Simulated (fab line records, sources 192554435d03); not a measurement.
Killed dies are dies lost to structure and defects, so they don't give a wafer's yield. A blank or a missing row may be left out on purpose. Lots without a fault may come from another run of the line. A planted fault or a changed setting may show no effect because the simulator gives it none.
Which tool did it? | flow n5_finfet | 6 lots, 17 wafers sampled, at 1 step of a route of 1938

WHAT THE GAUGES READ, wafer by wafer
N5_BEOL_M13_INSPECT_55: inspects for defects (darkfield).
lot  | measured     | on                | raw_defect_count
L267 | day 14 02:56 | defect_inspect-02 | 75 80 60
L272 | day 14 16:02 | defect_inspect-02 | 83 83 50
L271 | day 15 01:40 | defect_inspect-02 | 73 57 54
L274 | day 15 05:01 | defect_inspect-01 | 59 74 120
L283 | day 17 20:10 | defect_inspect-02 | 107 86
L288 | day 19 12:32 | defect_inspect-01 | 81 38 59

WHICH TOOL RAN EACH LOT (tool, then ch and the chambers of the sampled wafers, then the start)
The record holds no process step before these readings.

THE ANSWER, worked out from the rows above alone
Rule: what is usual is taken from the lots themselves. Put in order of their means at a reading, lots are off if they are a third of the lots or fewer, leave a main group of 4 or more, and stand apart from it by a gap of 3 or more times the standard deviation of the main group's means; of several such gaps the widest counts. A main group whose means are all the same, to the digits that the tables above print for the reading, isn't used. A lot without any number at a reading at which 4 lots or more have one is off too. The other lots that the step has rows for count as sound.
No lot is off at any reading shown: from this, nothing can be told.

WHAT THE SIMULATOR HAD PUT IN
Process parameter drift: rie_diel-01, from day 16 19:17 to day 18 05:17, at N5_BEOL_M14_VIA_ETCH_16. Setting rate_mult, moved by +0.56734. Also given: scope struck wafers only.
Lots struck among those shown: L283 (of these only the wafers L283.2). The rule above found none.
